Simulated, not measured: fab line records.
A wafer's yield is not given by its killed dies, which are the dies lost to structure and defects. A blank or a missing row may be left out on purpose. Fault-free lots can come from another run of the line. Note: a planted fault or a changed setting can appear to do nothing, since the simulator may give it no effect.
fab line records / flow n5-finfet / part 2 of 2: steps 23 to 29 of 29
record lots=5 wafers=15 last-day=16
route steps=1938 shown MOL_CONTACT_COAG@563
lots that met no fault: from a run of the same line without faults
start-h: start of the lot's first displayed wafer, in hours after the record's first day / wait-h: how many hours have passed since the lot's step before this one / " unchanged from the row above / L1.1+2: a row that stands for several wafers / - no value, or no start given / * or withheld: withheld / < > ~ a bound
route shown NAME@n: a module of which the file shows steps, and the number in the route of the first / usual: mean and standard deviation over wafers with no fault / same: alike in all rows / chamber/n: place in a boat / sites: readings site by site / _std_site: the values' standard deviation / _edge_site: outer sites' mean less inner sites' / radius-mm: for every site, how far away it sits from the centre of the wafer / mask NAME#n: copy n / behind: the most recent tool/chamber to have shaped the wafer / hold: why the lot went on hold/how many hours it stayed there/how the hold came to an end / device: the transistor (n, p or np) that didn't switch / end of line: the tests these same wafers got at the end of their route / a step with no rows: only its recipe / killed: the dies lost at the first sort to structure and to defects; this is not the yield of the wafer / map: shows each die of a wafer: x if killed, . if not, _ if none is there
set.NAME: the setting the step ran with; set.NAME@STEP: the setting that earlier step ran with / model.NAME: the simulator's own value behind a step, which no gauge read
lots seen at some steps along the route; tables by step, rows by wafer
services: from which hour (start-h, from the record's first day; less than 0 if before it) a tool's chamber was out of use, for how many hours, and why
## steps
# step N5_MOL_CONTACT_COAG_STRIP_118
# recipe chemistry=CHF3 resist=SiARC rf-frequency-hz=6e+07
lot.wafer=L078.1+4+5 tool=rie-diel-04 chamber=2,3,3 start-h=127.24 wait-h=0.0
lot.wafer=L082.3+4+6 tool=rie-diel-03 chamber=0,2,2 start-h=147.88 wait-h=0.0
lot.wafer=L085.1+2+6 tool=rie-diel-02 chamber=2,0,0 start-h=165.06 wait-h=0.0
lot.wafer=L089.1+2+4 tool=rie-diel-03 chamber=2,0,3 start-h=187.59 wait-h=0.0
lot.wafer=L090.2+3+4 tool=rie-diel-04 chamber=0,3,1 start-h=192.08 wait-h=0.0
# step N5_MOL_CONTACT_COAG_VIA_ETCH_46
# recipe chemistry=C4F6/O2 target-depth-a=460 overetch-a=92 mask-material=SOC target=SiO2 bias-w=455 pressure-mtorr=10 time-s=40 source-w=325 Ar_flow_sccm=300 C4F6_flow_sccm=10 O2_flow_sccm=10 ion-energy-ev=575.3 ends=end-point
# usual C4F6_flow_sccm=10.00/0.031 drypump-motor-current-A=5.9/0.42 oes_ar_750_au=0.79/0.078 oes-product-au=0.70/0.069 rf-vpp-V=1588/31 showerhead-plenum-p-Torr=2.82/0.085 throttle-valve-pct=40.9/0.35
lot.wafer=L078.1 tool=rie-diel-04 chamber=2 start-h=127.25 wait-h=0.0 C4F6_flow_sccm=10.02 drypump-motor-current-A=6.1 oes_ar_750_au=0.73 oes-product-au=0.65 rf-hours-counter-h=205 rf-vpp-V=1619 showerhead-plenum-p-Torr=2.81 throttle-valve-pct=41.0
lot.wafer=L078.4 tool=rie-diel-04 chamber=3 start-h=127.25 wait-h=0.0 C4F6_flow_sccm=9.94 drypump-motor-current-A=5.2 oes_ar_750_au=0.94 oes-product-au=0.84 rf-hours-counter-h=10 rf-vpp-V=1634 showerhead-plenum-p-Torr=2.89 throttle-valve-pct=41.3
lot.wafer=L078.5 tool=rie-diel-04 chamber=3 start-h=127.25 wait-h=0.0 C4F6_flow_sccm=9.99 drypump-motor-current-A=5.1 oes_ar_750_au=0.93 oes-product-au=0.83 rf-hours-counter-h=- rf-vpp-V=1634 showerhead-plenum-p-Torr=2.89 throttle-valve-pct=41.3
lot.wafer=L082.3 tool=rie-diel-03 chamber=0 start-h=147.89 wait-h=0.0 C4F6_flow_sccm=10.02 drypump-motor-current-A=6.0 oes_ar_750_au=0.76 oes-product-au=0.69 rf-hours-counter-h=113 rf-vpp-V=1600 showerhead-plenum-p-Torr=2.72 throttle-valve-pct=40.2
lot.wafer=L082.4 tool=rie-diel-03 chamber=2 start-h=147.89 wait-h=0.0 C4F6_flow_sccm=9.99 drypump-motor-current-A=5.7 oes_ar_750_au=0.80 oes-product-au=0.70 rf-hours-counter-h=117 rf-vpp-V=1542 showerhead-plenum-p-Torr=2.87 throttle-valve-pct=40.8
lot.wafer=L082.6 tool=rie-diel-03 chamber=2 start-h=147.89 wait-h=0.0 C4F6_flow_sccm=9.97 drypump-motor-current-A=5.7 oes_ar_750_au=0.80 oes-product-au=0.70 rf-hours-counter-h=- rf-vpp-V=1542 showerhead-plenum-p-Torr=2.87 throttle-valve-pct=40.8
lot.wafer=L085.1 tool=rie-diel-02 chamber=2 start-h=165.07 wait-h=0.0 C4F6_flow_sccm=10.00 drypump-motor-current-A=5.9 oes_ar_750_au=0.74 oes-product-au=0.66 rf-hours-counter-h=162 rf-vpp-V=1589 showerhead-plenum-p-Torr=2.94 throttle-valve-pct=41.1
lot.wafer=L085.2 tool=rie-diel-02 chamber=0 start-h=165.07 wait-h=0.0 C4F6_flow_sccm=9.98 drypump-motor-current-A=6.4 oes_ar_750_au=0.85 oes-product-au=0.76 rf-hours-counter-h=73 rf-vpp-V=1582 showerhead-plenum-p-Torr=2.76 throttle-valve-pct=40.8
lot.wafer=L085.6 tool=rie-diel-02 chamber=0 start-h=165.07 wait-h=0.0 C4F6_flow_sccm=9.96 drypump-motor-current-A=6.3 oes_ar_750_au=0.85 oes-product-au=0.76 rf-hours-counter-h=- rf-vpp-V=1583 showerhead-plenum-p-Torr=2.76 throttle-valve-pct=40.8
lot.wafer=L089.1 tool=rie-diel-03 chamber=2 start-h=187.60 wait-h=0.0 C4F6_flow_sccm=9.99 drypump-motor-current-A=5.7 oes_ar_750_au=0.79 oes-product-au=0.69 rf-hours-counter-h=131 rf-vpp-V=1542 showerhead-plenum-p-Torr=2.86 throttle-valve-pct=40.8
lot.wafer=L089.2 tool=rie-diel-03 chamber=0 start-h=187.60 wait-h=0.0 C4F6_flow_sccm=9.98 drypump-motor-current-A=6.1 oes_ar_750_au=0.74 oes-product-au=0.67 rf-hours-counter-h=128 rf-vpp-V=1599 showerhead-plenum-p-Torr=2.72 throttle-valve-pct=40.2
lot.wafer=L089.4 tool=rie-diel-03 chamber=3 start-h=187.60 wait-h=0.0 C4F6_flow_sccm=9.95 drypump-motor-current-A=5.9 oes_ar_750_au=0.71 oes-product-au=0.64 rf-hours-counter-h=186 rf-vpp-V=1616 showerhead-plenum-p-Torr=2.71 throttle-valve-pct=41.0
lot.wafer=L090.2 tool=rie-diel-04 chamber=0 start-h=192.09 wait-h=0.0 C4F6_flow_sccm=10.01 drypump-motor-current-A=5.8 oes_ar_750_au=0.93 oes-product-au=0.82 rf-hours-counter-h=11 rf-vpp-V=1589 showerhead-plenum-p-Torr=3.03 throttle-valve-pct=41.0
lot.wafer=L090.3 tool=rie-diel-04 chamber=3 start-h=192.09 wait-h=0.0 C4F6_flow_sccm=10.00 drypump-motor-current-A=5.1 oes_ar_750_au=0.87 oes-product-au=0.79 rf-hours-counter-h=35 rf-vpp-V=1633 showerhead-plenum-p-Torr=2.88 throttle-valve-pct=41.3
lot.wafer=L090.4 tool=rie-diel-04 chamber=1 start-h=192.09 wait-h=0.0 C4F6_flow_sccm=9.99 drypump-motor-current-A=6.3 oes_ar_750_au=0.83 oes-product-au=0.74 rf-hours-counter-h=91 rf-vpp-V=1558 showerhead-plenum-p-Torr=2.75 throttle-valve-pct=40.4
# step N5_MOL_CONTACT_COAG_STRIP_96
# recipe chemistry=N2/H2 power-w=500 temp-c=40 pressure-mtorr=50 rf-frequency-hz=6e+07 overash-fraction=0.3 bias-power-w=28 h2-frac=0.5 n2-flow-sccm=300 h2-flow-sccm=300
# usual drypump-motor-current-A=5.9/0.42 oes-product-au=0.79/0.08 rf-vpp-V=121.8/1.2 showerhead-plenum-p-Torr=3.34/0.1 throttle-valve-pct=18.96/0.3
lot.wafer=L078.1 tool=rie-diel-04 chamber=2 start-h=127.31 wait-h=0.0 drypump-motor-current-A=6.1 oes-product-au=0.74 rf-hours-counter-h=205 rf-vpp-V=121.7 showerhead-plenum-p-Torr=3.34 throttle-valve-pct=19.26
lot.wafer=L078.4 tool=rie-diel-04 chamber=3 start-h=127.31 wait-h=0.0 drypump-motor-current-A=5.1 oes-product-au=0.94 rf-hours-counter-h=10 rf-vpp-V=122.4 showerhead-plenum-p-Torr=3.45 throttle-valve-pct=19.30
lot.wafer=L078.5 tool=rie-diel-04 chamber=3 start-h=127.31 wait-h=0.0 drypump-motor-current-A=5.1 oes-product-au=0.94 rf-hours-counter-h=- rf-vpp-V=121.3 showerhead-plenum-p-Torr=3.45 throttle-valve-pct=19.31
lot.wafer=L082.3 tool=rie-diel-03 chamber=0 start-h=147.96 wait-h=0.0 drypump-motor-current-A=6.1 oes-product-au=0.77 rf-hours-counter-h=113 rf-vpp-V=120.9 showerhead-plenum-p-Torr=3.24 throttle-valve-pct=18.58
lot.wafer=L082.4 tool=rie-diel-03 chamber=2 start-h=147.96 wait-h=0.0 drypump-motor-current-A=5.7 oes-product-au=0.79 rf-hours-counter-h=117 rf-vpp-V=122.7 showerhead-plenum-p-Torr=3.39 throttle-valve-pct=18.85
lot.wafer=L082.6 tool=rie-diel-03 chamber=2 start-h=147.96 wait-h=0.0 drypump-motor-current-A=5.7 oes-product-au=0.79 rf-hours-counter-h=- rf-vpp-V=120.4 showerhead-plenum-p-Torr=3.39 throttle-valve-pct=18.87
lot.wafer=L085.1 tool=rie-diel-02 chamber=2 start-h=165.14 wait-h=0.0 drypump-motor-current-A=5.9 oes-product-au=0.75 rf-hours-counter-h=162 rf-vpp-V=122.4 showerhead-plenum-p-Torr=3.48 throttle-valve-pct=19.16
lot.wafer=L085.2 tool=rie-diel-02 chamber=0 start-h=165.14 wait-h=0.0 drypump-motor-current-A=6.3 oes-product-au=0.85 rf-hours-counter-h=73 rf-vpp-V=120.3 showerhead-plenum-p-Torr=3.25 throttle-valve-pct=18.96
lot.wafer=L085.6 tool=rie-diel-02 chamber=0 start-h=165.14 wait-h=0.0 drypump-motor-current-A=6.4 oes-product-au=0.84 rf-hours-counter-h=- rf-vpp-V=120.0 showerhead-plenum-p-Torr=3.25 throttle-valve-pct=18.94
lot.wafer=L089.1 tool=rie-diel-03 chamber=2 start-h=187.67 wait-h=0.0 drypump-motor-current-A=5.7 oes-product-au=0.79 rf-hours-counter-h=131 rf-vpp-V=123.8 showerhead-plenum-p-Torr=3.38 throttle-valve-pct=18.86
lot.wafer=L089.2 tool=rie-diel-03 chamber=0 start-h=187.67 wait-h=0.0 drypump-motor-current-A=6.1 oes-product-au=0.77 rf-hours-counter-h=128 rf-vpp-V=122.0 showerhead-plenum-p-Torr=3.24 throttle-valve-pct=18.59
lot.wafer=L089.4 tool=rie-diel-03 chamber=3 start-h=187.67 wait-h=0.0 drypump-motor-current-A=5.9 oes-product-au=0.71 rf-hours-counter-h=186 rf-vpp-V=118.9 showerhead-plenum-p-Torr=3.19 throttle-valve-pct=19.21
lot.wafer=L090.2 tool=rie-diel-04 chamber=0 start-h=192.15 wait-h=0.0 drypump-motor-current-A=5.8 oes-product-au=0.93 rf-hours-counter-h=11 rf-vpp-V=123.1 showerhead-plenum-p-Torr=3.57 throttle-valve-pct=18.65
lot.wafer=L090.3 tool=rie-diel-04 chamber=3 start-h=192.15 wait-h=0.0 drypump-motor-current-A=5.1 oes-product-au=0.88 rf-hours-counter-h=35 rf-vpp-V=122.5 showerhead-plenum-p-Torr=3.44 throttle-valve-pct=19.33
lot.wafer=L090.4 tool=rie-diel-04 chamber=1 start-h=192.15 wait-h=0.0 drypump-motor-current-A=6.3 oes-product-au=0.82 rf-hours-counter-h=91 rf-vpp-V=121.7 showerhead-plenum-p-Torr=3.25 throttle-valve-pct=18.32
# step N5_MOL_CONTACT_COAG_ETCH_47
# recipe chemistry=CH3F/O2 target=SiNx target-depth-a=270 mask-material=SiO2 stop-on=W over-etch-frac=0.2 ion-energy-ev=120 endpoint=OES-CN pressure-mtorr=30 source-w=395 bias-w=73 Ar_flow_sccm=150 CH3F_flow_sccm=30 O2_flow_sccm=20 ends=end-point
# usual drypump-motor-current-A=5.9/0.41 etch-rf-on-time-s=31.2/0.53 oes_ar_750_au=0.79/0.078 oes-product-au=0.70/0.073 rf-vpp-V=297/6.1 showerhead-plenum-p-Torr=1.99/0.062 throttle-valve-pct=16.32/0.18
lot.wafer=L078.1 tool=rie-diel-04 chamber=2 start-h=127.35 wait-h=0.0 drypump-motor-current-A=6.2 etch-rf-on-time-s=31.7 oes_ar_750_au=0.73 oes-product-au=0.65 rf-hours-counter-h=205 rf-vpp-V=303 showerhead-plenum-p-Torr=1.97 throttle-valve-pct=16.40
lot.wafer=L078.4 tool=rie-diel-04 chamber=3 start-h=127.35 wait-h=0.0 drypump-motor-current-A=5.1 etch-rf-on-time-s=31.2 oes_ar_750_au=0.94 oes-product-au=0.83 rf-hours-counter-h=10 rf-vpp-V=306 showerhead-plenum-p-Torr=2.04 throttle-valve-pct=16.29
lot.wafer=L078.5 tool=rie-diel-04 chamber=3 start-h=127.35 wait-h=0.0 drypump-motor-current-A=5.1 etch-rf-on-time-s=31.3 oes_ar_750_au=0.93 oes-product-au=0.84 rf-hours-counter-h=- rf-vpp-V=308 showerhead-plenum-p-Torr=2.04 throttle-valve-pct=16.28
lot.wafer=L082.3 tool=rie-diel-03 chamber=0 start-h=148.00 wait-h=0.0 drypump-motor-current-A=6.0 etch-rf-on-time-s=31.4 oes_ar_750_au=0.75 oes-product-au=0.68 rf-hours-counter-h=113 rf-vpp-V=299 showerhead-plenum-p-Torr=1.92 throttle-valve-pct=16.23
lot.wafer=L082.4 tool=rie-diel-03 chamber=2 start-h=148.00 wait-h=0.0 drypump-motor-current-A=5.7 etch-rf-on-time-s=30.3 oes_ar_750_au=0.81 oes-product-au=0.71 rf-hours-counter-h=117 rf-vpp-V=288 showerhead-plenum-p-Torr=2.02 throttle-valve-pct=16.23
lot.wafer=L082.6 tool=rie-diel-03 chamber=2 start-h=148.00 wait-h=0.0 drypump-motor-current-A=5.7 etch-rf-on-time-s=30.5 oes_ar_750_au=0.81 oes-product-au=0.71 rf-hours-counter-h=- rf-vpp-V=289 showerhead-plenum-p-Torr=2.02 throttle-valve-pct=16.21
lot.wafer=L085.1 tool=rie-diel-02 chamber=2 start-h=165.18 wait-h=0.0 drypump-motor-current-A=5.9 etch-rf-on-time-s=32.1 oes_ar_750_au=0.73 oes-product-au=0.66 rf-hours-counter-h=162 rf-vpp-V=298 showerhead-plenum-p-Torr=2.07 throttle-valve-pct=16.28
lot.wafer=L085.2 tool=rie-diel-02 chamber=0 start-h=165.18 wait-h=0.0 drypump-motor-current-A=6.3 etch-rf-on-time-s=31.3 oes_ar_750_au=0.85 oes-product-au=0.76 rf-hours-counter-h=73 rf-vpp-V=295 showerhead-plenum-p-Torr=1.94 throttle-valve-pct=16.25
lot.wafer=L085.6 tool=rie-diel-02 chamber=0 start-h=165.18 wait-h=0.0 drypump-motor-current-A=6.3 etch-rf-on-time-s=31.0 oes_ar_750_au=0.85 oes-product-au=0.76 rf-hours-counter-h=- rf-vpp-V=296 showerhead-plenum-p-Torr=1.94 throttle-valve-pct=16.25
lot.wafer=L089.1 tool=rie-diel-03 chamber=2 start-h=187.71 wait-h=0.0 drypump-motor-current-A=5.7 etch-rf-on-time-s=30.5 oes_ar_750_au=0.80 oes-product-au=0.70 rf-hours-counter-h=131 rf-vpp-V=290 showerhead-plenum-p-Torr=2.01 throttle-valve-pct=16.26
lot.wafer=L089.2 tool=rie-diel-03 chamber=0 start-h=187.71 wait-h=0.0 drypump-motor-current-A=6.0 etch-rf-on-time-s=31.2 oes_ar_750_au=0.74 oes-product-au=0.68 rf-hours-counter-h=128 rf-vpp-V=299 showerhead-plenum-p-Torr=1.91 throttle-valve-pct=16.26
lot.wafer=L089.4 tool=rie-diel-03 chamber=3 start-h=187.71 wait-h=0.0 drypump-motor-current-A=5.9 etch-rf-on-time-s=31.6 oes_ar_750_au=0.71 oes-product-au=0.63 rf-hours-counter-h=186 rf-vpp-V=304 showerhead-plenum-p-Torr=1.91 throttle-valve-pct=16.61
lot.wafer=L090.2 tool=rie-diel-04 chamber=0 start-h=192.19 wait-h=0.0 drypump-motor-current-A=5.8 etch-rf-on-time-s=30.5 oes_ar_750_au=0.93 oes-product-au=0.84 rf-hours-counter-h=11 rf-vpp-V=297 showerhead-plenum-p-Torr=2.14 throttle-valve-pct=15.95
lot.wafer=L090.3 tool=rie-diel-04 chamber=3 start-h=192.19 wait-h=0.0 drypump-motor-current-A=5.1 etch-rf-on-time-s=30.8 oes_ar_750_au=0.87 oes-product-au=0.79 rf-hours-counter-h=35 rf-vpp-V=306 showerhead-plenum-p-Torr=2.03 throttle-valve-pct=16.34
lot.wafer=L090.4 tool=rie-diel-04 chamber=1 start-h=192.19 wait-h=0.0 drypump-motor-current-A=6.3 etch-rf-on-time-s=31.0 oes_ar_750_au=0.83 oes-product-au=0.74 rf-hours-counter-h=91 rf-vpp-V=291 showerhead-plenum-p-Torr=1.94 throttle-valve-pct=16.00
# step N5_MOL_CONTACT_COAG_STRIP_119
# recipe chemistry=N2/H2 time-s=30 power-w=1000 temp-c=250 pressure-mtorr=withheld n2-flow-sccm=1750 h2-flow-sccm=3250
# usual drypump-motor-current-A=5.5/0.55 heater-power-w=322/20
# same time-s=30
lot.wafer=L078.1 tool=plasma-asher-01 chamber=1 start-h=127.44 wait-h=0.1 drypump-motor-current-A=6.4 heater-power-w=301 rf-hours-counter-h=51
lot.wafer=L078.4 tool=plasma-asher-01 chamber=0 start-h=127.44 wait-h=0.1 drypump-motor-current-A=5.4 heater-power-w=359 rf-hours-counter-h=-
lot.wafer=L078.5 tool=plasma-asher-01 chamber=0 start-h=127.44 wait-h=0.1 drypump-motor-current-A=5.4 heater-power-w=355 rf-hours-counter-h=-
lot.wafer=L082.3 tool=plasma-asher-01 chamber=1 start-h=148.10 wait-h=0.1 drypump-motor-current-A=6.4 heater-power-w=312 rf-hours-counter-h=-
lot.wafer=L082.4 tool=plasma-asher-01 chamber=0 start-h=148.10 wait-h=0.1 drypump-motor-current-A=5.4 heater-power-w=352 rf-hours-counter-h=-
lot.wafer=L082.6 tool=plasma-asher-01 chamber=1 start-h=148.10 wait-h=0.1 drypump-motor-current-A=6.4 heater-power-w=320 rf-hours-counter-h=-
lot.wafer=L085.1 tool=plasma-asher-02 chamber=0 start-h=165.26 wait-h=0.1 drypump-motor-current-A=4.9 heater-power-w=307 rf-hours-counter-h=100
lot.wafer=L085.2 tool=plasma-asher-02 chamber=1 start-h=165.26 wait-h=0.1 drypump-motor-current-A=5.3 heater-power-w=307 rf-hours-counter-h=100
lot.wafer=L085.6 tool=plasma-asher-02 chamber=1 start-h=165.26 wait-h=0.1 drypump-motor-current-A=5.3 heater-power-w=308 rf-hours-counter-h=-
lot.wafer=L089.1 tool=plasma-asher-01 chamber=0 start-h=187.79 wait-h=0.1 drypump-motor-current-A=5.4 heater-power-w=353 rf-hours-counter-h=63
lot.wafer=L089.2 tool=plasma-asher-01 chamber=1 start-h=187.79 wait-h=0.1 drypump-motor-current-A=6.3 heater-power-w=324 rf-hours-counter-h=63
lot.wafer=L089.4 tool=plasma-asher-01 chamber=0 start-h=187.79 wait-h=0.1 drypump-motor-current-A=5.4 heater-power-w=356 rf-hours-counter-h=-
lot.wafer=L090.2 tool=plasma-asher-02 chamber=0 start-h=192.27 wait-h=0.1 drypump-motor-current-A=4.9 heater-power-w=307 rf-hours-counter-h=105
lot.wafer=L090.3 tool=plasma-asher-02 chamber=0 start-h=192.27 wait-h=0.1 drypump-motor-current-A=4.9 heater-power-w=310 rf-hours-counter-h=-
lot.wafer=L090.4 tool=plasma-asher-02 chamber=1 start-h=192.27 wait-h=0.1 drypump-motor-current-A=5.2 heater-power-w=316 rf-hours-counter-h=-
# step N5_MOL_CONTACT_COAG_PRECLEAN_144
# recipe chemistry=alkaline-clean temp-c=60 time-s=60 do-ppb=50
# same time-s=60
lot.wafer=L078.1+4+5 tool=wet-bench-01 chamber=7,4,0 start-h=127.52 wait-h=0.1
lot.wafer=L082.3+4+6 tool=wet-bench-02 chamber=3,2,6 start-h=148.16 wait-h=0.0
lot.wafer=L085.1+2+6 tool=wet-bench-02 chamber=7,0,2 start-h=165.35 wait-h=0.1
lot.wafer=L089.1+2+4 tool=wet-bench-05 chamber=5,0,2 start-h=187.88 wait-h=0.1
lot.wafer=L090.2+3+4 tool=wet-bench-02 chamber=6,1,3 start-h=192.36 wait-h=0.1
# step N5_MOL_CONTACT_COAG_SRD_145
# recipe dry=ipa-marangoni time-s=30 temp-c=23 rinse-liquid=diw
# same time-s=30
lot.wafer=L078.1+4+5 tool=wet-bench-01 chamber=7,4,0 start-h=127.54 wait-h=0.0
lot.wafer=L082.3+4+6 tool=wet-bench-02 chamber=3,2,6 start-h=148.18 wait-h=0.0
lot.wafer=L085.1+2+6 tool=wet-bench-02 chamber=7,0,2 start-h=165.37 wait-h=0.0
lot.wafer=L089.1+2+4 tool=wet-bench-05 chamber=5,0,2 start-h=187.89 wait-h=0.0
lot.wafer=L090.2+3+4 tool=wet-bench-02 chamber=6,1,3 start-h=192.38 wait-h=0.0
## services
tool=euv-scanner-01 chamber=- start-h=102.58 hours=1.0 kind=pm
tool=euv-scanner-01 chamber=0 start-h=105.76 hours=- kind=calibration
tool=wet-bench-05 chamber=- start-h=107.73 hours=4.4 kind=pm
tool=pecvd-03 chamber=2 start-h=120.83 hours=7.3 kind=repair
tool=pecvd-03 chamber=2 start-h=128.13 hours=5.0 kind=scheduled-down
tool=rie-diel-02 chamber=3 start-h=130.61 hours=- kind=clean
tool=rie-diel-02 chamber=3 start-h=130.61 hours=- kind=consumable-replace:focus-ring
tool=rie-diel-02 chamber=3 start-h=130.61 hours=21.8 kind=scheduled-down
tool=rie-diel-02 chamber=3 start-h=130.61 hours=21.8 kind=vent-cycle
tool=euv-scanner-02 chamber=- start-h=134.08 hours=4.6 kind=pm
tool=euv-scanner-01 chamber=- start-h=136.41 hours=0.9 kind=repair
tool=euv-scanner-02 chamber=- start-h=140.66 hours=1.0 kind=pm
tool=rie-diel-04 chamber=0 start-h=144.21 hours=- kind=clean
tool=rie-diel-04 chamber=0 start-h=144.21 hours=- kind=consumable-replace:focus-ring
tool=rie-diel-04 chamber=0 start-h=144.21 hours=- kind=consumable-replace:showerhead
tool=rie-diel-04 chamber=0 start-h=144.21 hours=16.1 kind=scheduled-down
tool=rie-diel-04 chamber=0 start-h=144.21 hours=16.1 kind=vent-cycle
tool=euv-scanner-02 chamber=- start-h=153.16 hours=12.0 kind=pm
tool=pecvd-04 chamber=1 start-h=163.21 hours=12.7 kind=repair
tool=euv-scanner-01 chamber=- start-h=165.16 hours=1.0 kind=pm
tool=euv-scanner-02 chamber=- start-h=176.71 hours=0.2 kind=repair
tool=pecvd-02 chamber=1 start-h=185.11 hours=2.6 kind=repair
tool=euv-scanner-01 chamber=- start-h=185.56 hours=0.2 kind=repair
tool=rie-diel-02 chamber=1 start-h=186.80 hours=2.4 kind=repair
